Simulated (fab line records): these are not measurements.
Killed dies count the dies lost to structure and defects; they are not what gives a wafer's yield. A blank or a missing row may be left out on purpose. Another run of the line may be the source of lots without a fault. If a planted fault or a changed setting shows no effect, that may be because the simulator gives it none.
Chamber matching + flow nandHarc + NHARC_A_STAIRCASE_TRIM_12 on rieDiel-06: 4 sister chambers
The step chemistry O2, time 211.2 s. 14 wafers are shown with their chamber, then 6 later ones without.

== WAFERS PAIRED WITH THEIR CHAMBERS ==
| wafer  | chamber | drypumpMotorCurrentA (A) | showerheadPlenumPTorr (Torr) | oesProductAu (a.u.) |
|--------|---------|--------------------------|------------------------------|---------------------|
| L657.1 | 0       | 5.7                      | 3.53                         | 0.979               |
| L657.2 | 1       | 5.2                      | 3.50                         | 0.992               |
| L657.3 | 2       | 5.9                      | 3.50                         | 0.996               |
| L661.2 | 0       | 5.7                      | 3.53                         | 0.983               |
| L661.3 | 2       | 5.9                      | 3.50                         | 0.991               |
| L661.6 | 3       | 6.4                      | 3.48                         | 1.003               |
| L658.1 | 3       | 6.4                      | 3.48                         | 1.013               |
| L658.3 | 2       | 5.8                      | 3.50                         | 0.992               |
| L658.5 | 1       | 5.1                      | 3.50                         | 0.995               |
| L666.1 | 0       | 5.7                      | 3.52                         | 0.998               |
| L666.5 | 0       | 5.6                      | 3.52                         | 0.991               |
| L666.6 | 3       | 6.4                      | 3.47                         | 1.004               |
| L668.1 | 3       | 6.4                      | 3.47                         | 1.004               |
| L668.3 | 0       | 5.6                      | 3.51                         | 0.988               |

SIGNATURES, as means of the wafers listed above
| reading               | chamber 0 | chamber 1 | chamber 2 | chamber 3 | scatter within a chamber |
|-----------------------|-----------|-----------|-----------|-----------|--------------------------|
| drypumpMotorCurrentA  | 5.660     | 5.150     | 5.867     | 6.400     | 0.0486                   |
| showerheadPlenumPTorr | 3.5220    | 3.5000    | 3.5000    | 3.4750    | 0.00616                  |
| oesProductAu          | 0.98780   | 0.99350   | 0.99300   | 1.00600   | 0.00547                  |
Rule: a wafer's distance from a chamber is the root of the sum, over the readings, of the square of ((its reading less the chamber's mean) divided by the reading's scatter). If the next closest chamber is less than 2 further off than the closest, the wafer can't be placed; otherwise it belongs to the closest. The scatter: the root of (the sum of the squares of (reading less its chamber's mean) over the shown wafers, divided by (wafers less chambers)).

== WAFERS WHOSE CHAMBER IS MISSING ==
| wafer  | drypumpMotorCurrentA (A) | showerheadPlenumPTorr (Torr) | oesProductAu (a.u.) |
|--------|--------------------------|------------------------------|---------------------|
| L668.5 | 6.4                      | 3.47                         | 1.002               |
| L672.1 | 5.0                      | 3.48                         | 0.981               |
| L672.3 | 6.4                      | 3.47                         | 0.992               |
| L672.5 | 5.9                      | 3.48                         | 0.985               |
| L674.3 | 5.9                      | 3.48                         | 1.002               |
| L674.4 | 5.6                      | 3.51                         | 0.985               |

== CHAMBER TAKEN BY EACH ==
| wafer  | from the rows above | in truth |
|--------|---------------------|----------|
| L668.5 | 3                   | 3        |
| L672.1 | 1                   | 1        |
| L672.3 | 3                   | 3        |
| L672.5 | 2                   | 2        |
| L674.3 | 2                   | 2        |
| L674.4 | 0                   | 0        |
Placed correctly: 6 of 6. Number that these rows cannot place: 0. Number placed wrongly: 0.
